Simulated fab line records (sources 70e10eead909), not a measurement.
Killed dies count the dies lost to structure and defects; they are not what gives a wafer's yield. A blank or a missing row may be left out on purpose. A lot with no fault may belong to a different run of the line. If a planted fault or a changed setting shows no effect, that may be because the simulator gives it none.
Matching of chambers :: flow nand harc :: NHARC_A_STAIRCASE_STRIP_476 on rie diel-02: 4 sister chambers
The step strips in O2, time 20 s. 8 wafers are shown with their chamber, then 7 later ones without.

## WAFERS, EACH WITH ITS CHAMBER
wafer: L080.5
chamber: 3
drypump motor current A (A): 5.2
showerhead plenum p Torr (Torr): 3.47

wafer: L085.2
chamber: 0
drypump motor current A (A): 5.8
showerhead plenum p Torr (Torr): 3.39

wafer: L085.3
chamber: 3
drypump motor current A (A): 5.2
showerhead plenum p Torr (Torr): 3.46

wafer: L089.1
chamber: 2
drypump motor current A (A): 5.4
showerhead plenum p Torr (Torr): 3.40

wafer: L089.3
chamber: 1
drypump motor current A (A): 6.0
showerhead plenum p Torr (Torr): 3.30

wafer: L089.4
chamber: 0
drypump motor current A (A): 5.8
showerhead plenum p Torr (Torr): 3.39

wafer: L091.2
chamber: 1
drypump motor current A (A): 6.0
showerhead plenum p Torr (Torr): 3.29

wafer: L091.4
chamber: 2
drypump motor current A (A): 5.3
showerhead plenum p Torr (Torr): 3.40

## WAFERS WITH NO CHAMBER GIVEN
wafer: L091.5
drypump motor current A (A): 6.0
showerhead plenum p Torr (Torr): 3.29

wafer: L097.1
drypump motor current A (A): 5.3
showerhead plenum p Torr (Torr): 3.39

wafer: L097.4
drypump motor current A (A): 5.2
showerhead plenum p Torr (Torr): 3.45

wafer: L097.5
drypump motor current A (A): 5.2
showerhead plenum p Torr (Torr): 3.45

wafer: L096.1
drypump motor current A (A): 5.8
showerhead plenum p Torr (Torr): 3.38

wafer: L096.4
drypump motor current A (A): 5.3
showerhead plenum p Torr (Torr): 3.39

wafer: L096.6
drypump motor current A (A): 6.0
showerhead plenum p Torr (Torr): 3.29

## EACH ONE'S CHAMBER
wafer: L091.5
from the rows above: 1
in truth: 1

wafer: L097.1
from the rows above: 2
in truth: 2

wafer: L097.4
from the rows above: 3
in truth: 3

wafer: L097.5
from the rows above: 3
in truth: 3

wafer: L096.1
from the rows above: 0
in truth: 0

wafer: L096.4
from the rows above: 2
in truth: 2

wafer: L096.6
from the rows above: 1
in truth: 1
Correctly placed: 7 of 7. Number that these rows cannot place: 0. Wrongly placed: 0.
How it was worked out, from the rows above alone: a wafer's distance from a chamber is the root of the sum, over the readings, of the square of ((its reading less the chamber's mean) divided by the reading's scatter). The wafer belongs to the nearest chamber; if the next one is less than 2 further off, it can't be placed. The mean given for a chamber averages the wafers shown for that chamber. The scatter is the square root of a quotient: the sum, over the shown wafers, of each reading's squared deviation from its chamber's mean, divided by wafers minus chambers.
